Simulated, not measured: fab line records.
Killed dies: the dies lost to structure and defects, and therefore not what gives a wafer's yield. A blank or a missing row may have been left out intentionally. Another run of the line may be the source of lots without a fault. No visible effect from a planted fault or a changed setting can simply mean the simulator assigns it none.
Problem report, 8D (eight disciplines) form, completed by code + flow n5 finfet + the parts of the form that need people (team, actions taken, sign-off) are left out

## 1. THE ISSUE
Wafers without a fault read 1500.1 rpm, standard deviation 1; spin speed rpm at N5_BEOL_M5_COAT_22 reads a mean of 1622.4 rpm on 6 wafers belonging to 2 lots. That is +99 or more standard deviations from the usual mean.
The step: resist thk 30 nm.
The first sign was on wafer L172.1 at day 11 13:27, on litho track-02. The record has a number at this step for 33 wafers belonging to 11 lots. Rule for "out", or "out of limits": more than 4 standard deviations from the usual mean. The rest of the wafers with a number are treated as sound.

## 2. WHAT IT IS; WHAT IT IS NOT
| question                    | is                     | is not                                                                          |
|-----------------------------|------------------------|---------------------------------------------------------------------------------|
| which readings at this step | spin speed rpm         | -                                                                               |
| which lots                  | L172, L175             | L159, L163, L165, L166, L168, L169, L170, L178, L181                            |
| which wafers of those lots  | all that have a number | -                                                                               |
| read on which tools         | litho track-02         | litho track-03, litho track-05                                                  |
| when                        | from day 11 13:27      | up to then (18 sound wafers); but 9 sound wafers of L170, L178, L181 came after |

## 3. THE SUSPECTS, EACH WITH WHAT RULES IT OUT
Counting: a tool at a process step up to the reading stays a suspect if it ran every lot that is out and no sound lot after the first of them.
- pecvd-04 at N5_BEOL_M5_ILD_DEP_00 (deposits SiCOH lowk from DEMS/porogen, target thk 140.64 nm, time 25.9 s): ruled out as a lasting fault. Following L172 (day 11 09:52), the first lot on it that is out, the sound lots L178, L181 were run on it.
- rie diel-04 at N5_BEOL_M5_ETCH_61 (etches SiARC in CF4, target depth 15.6 nm, time 26 s): ruled out as a lasting fault. Following L172 (day 11 12:52), the first lot on it that is out, the sound lots L178 were run on it.
- litho track-02 at N5_BEOL_M5_COAT_22 (resist thk 30 nm): kept. It processed each lot that is out, first L172 at day 11 13:27, and no sound lot thereafter; up to then, the last sound lot it processed was L169 at day 11 07:27. Its own spin speed rpm readings are out on those wafers.
After counting, what remains is litho track-02 at N5_BEOL_M5_COAT_22.

## 4. THE CAUSE (what the simulator had put in)
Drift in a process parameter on litho track-02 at N5_BEOL_M5_COAT_22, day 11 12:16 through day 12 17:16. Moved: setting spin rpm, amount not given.
This tool alone remained once counting was done.

## 5. THE CHAIN OF EFFECTS, in route order
Each row: a reading whose mean over the struck wafers that have a number lies more than 3 standard deviations from the usual. Readings are gone through only where the record gives a usual standard deviation; hours: the median, over the lots, of the time from a lot's start at the first step in this table giving one to that lot's start at this step; sigmas: the change measured in usual standard deviations.
| hours | step               | reading        | usual      | on struck wafers | change | sigmas      |
|-------|--------------------|----------------|------------|------------------|--------|-------------|
| 0     | N5_BEOL_M5_COAT_22 | spin speed rpm | 1500.1 rpm | 1622.4           | +122.3 | +99 or more |
Process steps it contains:
- N5_BEOL_M5_COAT_22: resist thk 30 nm.
Later measuring or inspecting steps at which every struck wafer that the step has a row for has a number for every such reading, and none has moved that far: N5_BEOL_M5_OVL_MEAS_29.

## 6. HOW IT WOULD HAVE BEEN CAUGHT EARLIER
In this record the first reading out of limits was taken at day 11 13:27, 1 hour after the fault began at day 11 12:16.
